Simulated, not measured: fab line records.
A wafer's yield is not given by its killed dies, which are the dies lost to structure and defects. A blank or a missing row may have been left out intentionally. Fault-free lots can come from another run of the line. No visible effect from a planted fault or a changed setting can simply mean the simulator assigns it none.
fab line records -- flow n5Finfet
record: lots: 7, wafers: 39
route steps=1938 shown HKMG_FIN@406
startH: start of the lot's first displayed wafer, in hours after the record's first day -- waitH: hours elapsed since this lot's preceding step -- " same as the row above -- L1.1+2: several wafers, shown together as one row -- - no value present, or no start provided -- * or withheld: withheld -- < > ~ a bound
route shown NAME@n: a module of which the file shows steps, and the number in the route of the first -- usual: mean and standard deviation over wafers with no fault -- same: alike in all rows -- chamber/n: place in a boat -- sites: readings site by site -- _std_site: standard deviation across them -- _edge_site: outer sites' mean less inner sites' -- radiusMm: how far each site lies from the wafer's centre -- mask NAME#n: copy n -- behind: the last tool/chamber to shape the wafer -- hold: the reason the lot was held/the length of the hold in hours/how it ended -- device: the transistor (n, p or np) that didn't switch -- end of line: the same wafers' tests at the end of the route -- a step given without rows: its recipe and nothing more -- killed: dies that structure and defects cost at the first sort, which is not the same as the wafer's yield -- map: a wafer's dies, marking killed ones x, the rest . and places with no die _
set.NAME: the setting that was run; set.NAME@STEP: the one run at that earlier step -- model.NAME: the simulator's own value behind a step, which no gauge read
lots where settings were altered on purpose, with a table for each step and a row for each wafer
== steps ==
step: N5_HKMG_FIN_ETCH_58
recipe: chemistry: N2/H2, target: SOC, targetDepthA: 2158, ionEnergyEv: 50, biasW: 13, timeS: 741, pressureMtorr: 30, sourceW: 875, n2FlowSccm: 200, h2FlowSccm: 200
lot.wafer,tool,chamber,startH,waitH,set.targetDepthA,model.HKMG_FIN.featureDepthNm,model.etch.depthNm,model.SOC_of_HKMG_FIN_COAT_41.thkNm
L074.1,rieDiel-02,0,78.15,0.0,2158,218.6,218.5,82.2
L074.2,rieDiel-02,1,78.15,0.0,2158,218.2,218.2,82.8
L074.3,rieDiel-02,2,78.15,0.0,2158,216,216.1,83.4
L074.4,rieDiel-02,3,78.15,0.0,2158,212.6,212.6,88.8
L074.5,rieDiel-02,0,78.15,0.0,2158,217.4,217.4,82.4
L074.6,rieDiel-02,1,78.15,0.0,2158,221.4,221.4,79.2
L075.1,rieDiel-02,2,81.85,0.0,2437,246,245.9,53.8
L075.2,rieDiel-02,0,81.85,0.0,2158,220.4,220.5,80
L075.3,rieDiel-02,1,81.85,0.0,2437,250.8,250.7,49.4
L075.4,rieDiel-02,3,81.85,0.0,2437,242.2,242.2,59.2
L075.5,rieDiel-02,0,81.85,0.0,2158,217.2,217.2,82.2
L075.6,rieDiel-02,3,81.85,0.0,2158,214.2,214.2,85.2
L077.1,rieDiel-01,0,91.90,0.0,2329,237.8,237.8,62
L077.2,rieDiel-01,3,91.90,0.0,2329,228.4,228.3,70.6
L077.3,rieDiel-01,2,91.90,0.0,2329,231.8,231.7,67
L077.4,rieDiel-01,1,91.90,0.0,2158,214.4,214.4,85.2
L077.5,rieDiel-01,0,91.90,0.0,2158,221,221,77.8
L077.6,rieDiel-01,3,91.90,0.0,2158,211.4,211.4,87.6
L083.1,rieDiel-01,0,134.71,0.0,2158,220.4,220.4,79.8
L083.2,rieDiel-01,2,134.71,0.0,2158,216.4,216.4,83.2
L083.3,rieDiel-01,3,134.71,0.0,2031,201,201,98
L083.4,rieDiel-01,1,134.71,0.0,2031,200.8,200.8,99.4
L083.5,rieDiel-01,0,134.71,0.0,2158,221.2,221.1,78
L083.6,rieDiel-01,3,134.71,0.0,2031,200.2,200.2,100
L086.1,rieDiel-02,2,151.18,0.0,2409,243.8,243.7,56.4
L086.2,rieDiel-02,3,151.18,0.0,2409,240.8,240.7,58.4
L086.3,rieDiel-02,0,151.18,0.0,2409,244,244,56.2
L086.4,rieDiel-02,1,151.18,0.0,2158,219.4,219.3,80.4
L086.5,rieDiel-02,2,151.18,0.0,2158,218,218,82.2
L086.6,rieDiel-02,3,151.18,0.0,2158,213,213.1,87.8
L089.2,rieDiel-06,2,166.67,0.0,2158,221.2,221.1,77.8
L089.4,rieDiel-06,0,166.67,0.0,2158,217,217,83
L089.5,rieDiel-06,3,166.67,0.0,2158,222,222,77.8
L094.1,rieDiel-02,0,191.72,0.0,2158,218,218,80.2
L094.2,rieDiel-02,2,191.72,0.0,2341,238,238,60
L094.3,rieDiel-02,3,191.72,0.0,2158,214,214,84.2
L094.4,rieDiel-02,1,191.72,0.0,2341,241.2,241.2,56.8
L094.5,rieDiel-02,2,191.72,0.0,2341,237.4,237.4,60
L094.6,rieDiel-02,1,191.72,0.0,2158,225.2,225.2,72.4
== key ==
split: step: N5_HKMG_FIN_ETCH_58, setting: targetDepthA, stated: 2158, by: wafer
response: step: N5_HKMG_FIN_ETCH_58, reading: model.HKMG_FIN.featureDepthNm, change: +2.31, per: 1%, r: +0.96
response: step: N5_HKMG_FIN_ETCH_58, reading: model.etch.depthNm, change: +2.31, per: 1%, r: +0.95
response: step: N5_HKMG_FIN_ETCH_58, reading: model.SOC_of_HKMG_FIN_COAT_41.thkNm, change: -2.31, per: 1%, r: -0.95
